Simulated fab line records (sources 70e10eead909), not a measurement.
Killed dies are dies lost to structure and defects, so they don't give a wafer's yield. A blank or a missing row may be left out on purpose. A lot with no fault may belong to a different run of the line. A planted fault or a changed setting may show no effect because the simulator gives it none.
Code-filled problem report in 8D (eight disciplines) form    flow nandHarc    the parts of the form that need people (team, actions taken, sign-off) are left out

## 1. WHAT WENT WRONG
oesProductAu at NHARC_A_WL_FILL_ETCHBACK_26 reads a mean of 1.216 a.u. on 6 wafers of 2 lots; wafers without a fault read 1.005 a.u. with a standard deviation of 0.011. Relative to the usual mean, that is a shift of +19 standard deviations.
The step: etches the open film in HBr, target depth 52 nm, time 13.3 s.
First seen on wafer L791.4, day 26 17:31, on rieSi-04. Wafers with a number at this step in the record: 39, from 13 lots. Rule for "out", or "out of limits": more than 4 standard deviations from the usual mean. The rest of the wafers with a number are treated as sound.

## 2. WHAT IT IS AND WHAT IT IS NOT
question                     is                      is not
which readings at this step  oesProductAu            drypumpMotorCurrentA, throttleValvePct
which lots                   L790, L791              L777, L778, L779, L782, L792, L793, L795, L797, L798, L799, L800
which wafers of those lots   all that have a number  -
read on which tools          rieSi-04                rieSi-01, rieSi-02
when                         from day 26 17:31       up to then (12 sound wafers); but 21 sound wafers of L792, L793, L795, L797, L798, L799, L800 came after

## 3. SUSPECTS, AND WHAT RULES EACH OUT
Counting: any tool at a process step up to the reading is kept as a suspect provided that every lot that is out went through it and no sound lot did after the first of them.
- cvdW-01 at NHARC_A_WL_FILL_CVD_03 (deposits W, target thk 40 nm, time 279 s): ruled out as a lasting fault. The sound lots L798 went through it after L791, its earliest lot that is out (day 26 01:49).
- aldHk-01 at NHARC_A_WL_FILL_ALD_10 (deposits SiO2, target thk 50 nm, pulse time 10 s, ald cycles 500): ruled out as a lasting fault. The sound lots L798 went through it after L791, its earliest lot that is out (day 26 07:31).
- rieSi-04 at NHARC_A_WL_FILL_ETCHBACK_26 (etches the open film in HBr, target depth 52 nm, time 13.3 s): kept. It processed each lot that is out, first L791 at day 26 17:31, and no sound lot thereafter; up to then, the last sound lot it processed was L777 at day 20 03:57. Out on those wafers are its own readings of oesProductAu.
After counting, what remains is rieSi-04 at NHARC_A_WL_FILL_ETCHBACK_26.

## 4. THE CAUSE (what the simulator had put in)
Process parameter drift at NHARC_A_WL_FILL_ETCHBACK_26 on rieSi-04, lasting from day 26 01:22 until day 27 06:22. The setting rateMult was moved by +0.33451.
Only this tool survived the counting.

## 5. SEQUENCE OF EFFECTS, ordered by route
One row per reading whose mean, taken over the struck wafers that have a number, lies over 3 standard deviations from the usual. Scope: only readings with a usual standard deviation given in the record; hours: median across lots of the time from each lot's start at the first step in this table that gives one to its start at this step; sigmas: change in usual standard deviations.
hours  step                         reading       usual       on struck wafers  change  sigmas
0      NHARC_A_WL_FILL_ETCHBACK_26  oesProductAu  1.005 a.u.  1.216             +0.211  +19
It contains these process steps:
- NHARC_A_WL_FILL_ETCHBACK_26: etches the open film in HBr, target depth 52 nm, time 13.3 s.

## 6. WHAT WOULD HAVE CAUGHT IT SOONER
16 hours passed between the start of the fault at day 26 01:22 and the first reading out of limits in this record, taken at day 26 17:31.
